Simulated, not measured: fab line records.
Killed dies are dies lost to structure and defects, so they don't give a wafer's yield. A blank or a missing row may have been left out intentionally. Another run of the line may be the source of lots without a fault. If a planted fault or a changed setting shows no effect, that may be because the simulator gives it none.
Matching of chambers | flow n5 finfet | N5_BEOL_M13_ETCH_67 on rie diel-01 has 4 sister chambers
The step etches SiARC in CF4, target depth 143 nm, time 238.3 s. 14 wafers are shown with their chamber, then 7 later ones without.

## WAFERS PAIRED WITH THEIR CHAMBERS
wafer  | chamber | drypump motor current A (A) | showerhead plenum p Torr (Torr) | rf vpp V (V)
L074.1 | 0       | 5.0                         | 2.23                            | 184.8
L074.3 | 1       | 5.2                         | 2.20                            | 184.4
L074.5 | 3       | 4.7                         | 2.11                            | 182.8
L079.1 | 3       | 4.7                         | 2.11                            | 182.5
L079.2 | 1       | 5.2                         | 2.20                            | 185.5
L079.6 | 2       | 5.6                         | 2.14                            | 182.8
L080.2 | 0       | 5.0                         | 2.22                            | 185.8
L080.3 | 2       | 5.6                         | 2.14                            | 184.0
L080.4 | 3       | 4.7                         | 2.11                            | 183.0
L083.1 | 2       | 5.5                         | 2.13                            | 183.5
L083.2 | 0       | 5.0                         | 2.22                            | 185.6
L083.4 | 2       | 5.5                         | 2.13                            | 183.9
L088.2 | 3       | 4.7                         | 2.10                            | 183.2
L088.3 | 0       | 5.0                         | 2.21                            | 184.4

SIGNATURES (means of the wafers above)
reading                  | chamber 0 | chamber 1 | chamber 2 | chamber 3 | scatter within a chamber
drypump motor current A  | 5.000     | 5.200     | 5.550     | 4.700     | 0.0316
showerhead plenum p Torr | 2.2200    | 2.2000    | 2.1350    | 2.1075    | 0.00612
rf vpp V                 | 185.150   | 184.950   | 183.550   | 182.875   | 0.554
Rule: a wafer's distance from a chamber is the root of the sum, over the readings, of the square of ((its reading less the chamber's mean) divided by the reading's scatter). If the next closest chamber is less than 2 further off than the closest, the wafer can't be placed; otherwise it belongs to the closest. The scatter: the root of (the sum of the squares of (reading less its chamber's mean) over the shown wafers, divided by (wafers less chambers)).

## WAFERS WHOSE CHAMBER IS MISSING
wafer  | drypump motor current A (A) | showerhead plenum p Torr (Torr) | rf vpp V (V)
L088.5 | 5.2                         | 2.20                            | 184.2
L090.1 | 5.6                         | 2.13                            | 184.2
L090.3 | 5.2                         | 2.19                            | 185.7
L090.6 | 4.7                         | 2.10                            | 183.6
L091.1 | 5.2                         | 2.19                            | 185.4
L091.2 | 5.0                         | 2.21                            | 186.2
L091.3 | 5.6                         | 2.12                            | 183.6

## CHAMBER TAKEN BY EACH
wafer  | from the rows above | in truth
L088.5 | 1                   | 1
L090.1 | 2                   | 2
L090.3 | 1                   | 1
L090.6 | 3                   | 3
L091.1 | 1                   | 1
L091.2 | 0                   | 0
L091.3 | 2                   | 2
Correctly placed: 7 of 7. Number that these rows cannot place: 0. Placed wrongly: 0.
